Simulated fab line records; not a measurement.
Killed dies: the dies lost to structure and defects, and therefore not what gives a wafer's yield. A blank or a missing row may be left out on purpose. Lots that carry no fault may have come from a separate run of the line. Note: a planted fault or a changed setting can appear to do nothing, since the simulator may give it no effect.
Lot-split experiment ; flow n5_finfet ; 21 wafers read from 7 lots, route of 1938 steps

== SPLIT DETAILS ==
At N5_ILD0_ALD_15 (deposits SiNx, target thk 24 nm, pulse time 1 s, ald cycles 480), the setting ald_cycles was moved away from the recipe's 480 on 9 of the 21 wafers read, by -13.7% to +15.4%. For the rest of the wafers, this setting stayed at what the recipe calls for.

Reading taken at the split's own step.

== THE READING ==
SiNx_of_ILD0_ALD_15.thk_nm (the simulator's own value, which no gauge read), in nm, at N5_ILD0_ALD_15 (deposits SiNx, target thk 24 nm, pulse time 1 s, ald cycles 480). The file does not state a usual value for it. Average 24.1 nm, standard deviation 0.12 nm, over the 12 wafers here run with the recipe.

wafer;tool, chamber at the split;ald_cycles as run;against the recipe;SiNx_of_ILD0_ALD_15.thk_nm, nm;against lot-mates on the recipe
L074.2;ald_sin-04, 0,2,1;480;recipe;24.2;-
L074.3;ald_sin-04, 0,2,1;480;recipe;24.2;-
L074.4;ald_sin-04, 0,2,1;480;recipe;24.2;-
L077.3;ald_sin-01, 2;414;-13.7%;20.8;-3.2
L077.4;ald_sin-01, 0;480;recipe;24;-
L077.6;ald_sin-01, 0;480;recipe;24;-
L080.1;ald_sin-04, 3;423;-11.9%;21.2;-2.8
L080.3;ald_sin-04, 0;480;recipe;24;-
L080.5;ald_sin-04, 0;423;-11.9%;21.4;-2.6
L082.1;ald_sin-04, 2,3;480;recipe;24;-
L082.2;ald_sin-04, 2,3;480;recipe;24;-
L082.3;ald_sin-04, 0;534;+11.3%;26.8;+2.8
L087.2;ald_sin-01, 2,1;525;+9.4%;26.2;+2.4
L087.6;ald_sin-01, 2,1;525;+9.4%;26.2;+2.4
L087.5;ald_sin-01, 0;480;recipe;23.8;-
L095.2;ald_sin-04, 3;554;+15.4%;27.8;+3.8
L095.5;ald_sin-04, 3;554;+15.4%;27.8;+3.8
L095.4;ald_sin-04, 0;480;recipe;24;-
L096.2;ald_sin-04, 1;480;recipe;24;-
L096.4;ald_sin-04, 0;480;recipe;24.2;-
L096.6;ald_sin-04, 2;510;+6.2%;25.6;+1.5
If several chambers appear in one row, that row covers several wafers at once and the file leaves open which wafer was in which chamber.

THE FIT
A straight line over all 21 wafers: SiNx_of_ILD0_ALD_15.thk_nm changes by +0.238 nm for each +1% of ald_cycles; r = +1.00; the points scatter about the line by 0.11 nm.
The same after taking each lot's own level away (the mean of its wafers on the recipe; 21 wafers): +0.241 nm for each +1%; r = +1.00; scatter 0.08 nm.
According to that fit, moving ald_cycles by its largest amount changes the reading by 3.7 nm.
Across the lots, their own levels run from 23.80 to 24.20 nm, a range of 3.4 times the standard deviation given above.
So the lot-to-lot level changes the slope little: the two slopes agree.
Check: for one of the wafers moved furthest among these (+15.4%), held out of the fit, the line's prediction against its lot-mates is +3.74 nm. It came out at +3.8 nm against them.

== OTHER SPLITS APPLIED TO THESE WAFERS ==
Before the reading, these wafers also passed through other splits. Each is held against what the fit with the lots' levels taken away leaves over:
other split on the same wafers;wafers away from the commonest value;r with SiNx_of_ILD0_ALD_15.thk_nm (lot level and that fit taken away)
N5_SD_EPI_N_DEVELOP_08 develop_time_s;8;+0.11
N5_ILD0_CMP_03 down_force_psi;9;+0.05

== THE FILE'S OWN FIT ==
SiNx_of_ILD0_ALD_15.thk_nm changes by +0.241 nm for each +1% of ald_cycles, r = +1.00.
